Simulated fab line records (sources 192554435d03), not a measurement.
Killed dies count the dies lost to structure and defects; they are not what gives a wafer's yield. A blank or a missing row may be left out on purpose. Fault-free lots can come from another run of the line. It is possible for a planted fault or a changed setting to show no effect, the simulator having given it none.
Matching of chambers || flow n5_finfet || N5_BEOL_M1_DEP_57 on pecvd-03 has 3 sister chambers
The step deposits SiCN from 3MS/NH3, target thk 8 nm, time 14 s. 14 wafers are shown with their chamber, then 7 later ones without.

WAFERS WITH THEIR CHAMBER
{"wafer": "L074.2", "chamber": 2, "throttle_valve_pct (%)": 8.6, "showerhead_plenum_p_Torr (Torr)": 3.649}
{"wafer": "L074.3", "chamber": 1, "throttle_valve_pct (%)": 9.8, "showerhead_plenum_p_Torr (Torr)": 3.655}
{"wafer": "L074.4", "chamber": 2, "throttle_valve_pct (%)": 8.6, "showerhead_plenum_p_Torr (Torr)": 3.642}
{"wafer": "L083.3", "chamber": 0, "throttle_valve_pct (%)": 10.1, "showerhead_plenum_p_Torr (Torr)": 3.657}
{"wafer": "L083.4", "chamber": 1, "throttle_valve_pct (%)": 9.8, "showerhead_plenum_p_Torr (Torr)": 3.657}
{"wafer": "L083.5", "chamber": 0, "throttle_valve_pct (%)": 9.9, "showerhead_plenum_p_Torr (Torr)": 3.653}
{"wafer": "L091.1", "chamber": 1, "throttle_valve_pct (%)": 9.6, "showerhead_plenum_p_Torr (Torr)": 3.653}
{"wafer": "L091.4", "chamber": 1, "throttle_valve_pct (%)": 10.0, "showerhead_plenum_p_Torr (Torr)": 3.659}
{"wafer": "L091.5", "chamber": 0, "throttle_valve_pct (%)": 10.0, "showerhead_plenum_p_Torr (Torr)": 3.653}
{"wafer": "L094.1", "chamber": 2, "throttle_valve_pct (%)": 7.9, "showerhead_plenum_p_Torr (Torr)": 3.635}
{"wafer": "L094.2", "chamber": 1, "throttle_valve_pct (%)": 9.7, "showerhead_plenum_p_Torr (Torr)": 3.655}
{"wafer": "L094.3", "chamber": 0, "throttle_valve_pct (%)": 10.2, "showerhead_plenum_p_Torr (Torr)": 3.660}
{"wafer": "L094.4", "chamber": 1, "throttle_valve_pct (%)": 9.9, "showerhead_plenum_p_Torr (Torr)": 3.657}
{"wafer": "L094.5", "chamber": 0, "throttle_valve_pct (%)": 9.9, "showerhead_plenum_p_Torr (Torr)": 3.658}

SIGNATURES (averages over the wafers above)
{"reading": "throttle_valve_pct", "chamber 0": 10.020, "chamber 1": 9.800, "chamber 2": 8.367, "scatter within a chamber": 0.212}
{"reading": "showerhead_plenum_p_Torr", "chamber 0": 3.65620, "chamber 1": 3.65600, "chamber 2": 3.64200, "scatter within a chamber": 0.0038}
Rule: distance of a wafer from a chamber = root of the sum over the readings of ((wafer's reading minus chamber's mean) / reading's scatter) squared. The wafer belongs to the nearest chamber; if the next one is less than 2 further off, it can't be placed. How the scatter is found: for the shown wafers, subtract from each reading the mean of its chamber, square and add these, divide the total by (wafers less chambers), then take the root.

WAFERS WITHOUT THEIR CHAMBER
{"wafer": "L094.6", "throttle_valve_pct (%)": 7.9, "showerhead_plenum_p_Torr (Torr)": 3.645}
{"wafer": "L095.2", "throttle_valve_pct (%)": 8.0, "showerhead_plenum_p_Torr (Torr)": 3.644}
{"wafer": "L095.4", "throttle_valve_pct (%)": 9.9, "showerhead_plenum_p_Torr (Torr)": 3.659}
{"wafer": "L095.6", "throttle_valve_pct (%)": 9.9, "showerhead_plenum_p_Torr (Torr)": 3.649}
{"wafer": "L097.2", "throttle_valve_pct (%)": 9.8, "showerhead_plenum_p_Torr (Torr)": 3.658}
{"wafer": "L097.4", "throttle_valve_pct (%)": 9.8, "showerhead_plenum_p_Torr (Torr)": 3.658}
{"wafer": "L097.5", "throttle_valve_pct (%)": 7.9, "showerhead_plenum_p_Torr (Torr)": 3.646}

WHICH CHAMBER EACH WENT THROUGH
{"wafer": "L094.6", "from the rows above": 2, "in truth": 2}
{"wafer": "L095.2", "from the rows above": 2, "in truth": 2}
{"wafer": "L095.4", "from the rows above": "can't be placed: 1 or 0", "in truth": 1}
{"wafer": "L095.6", "from the rows above": "can't be placed: 1 or 0", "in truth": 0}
{"wafer": "L097.2", "from the rows above": "can't be placed: 1 or 0", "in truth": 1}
{"wafer": "L097.4", "from the rows above": "can't be placed: 1 or 0", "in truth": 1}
{"wafer": "L097.5", "from the rows above": 2, "in truth": 2}
Placed correctly: 3 of 7. Not placeable from these rows: 4 (in 4, the candidates include the true chamber). Wrongly placed: 0.
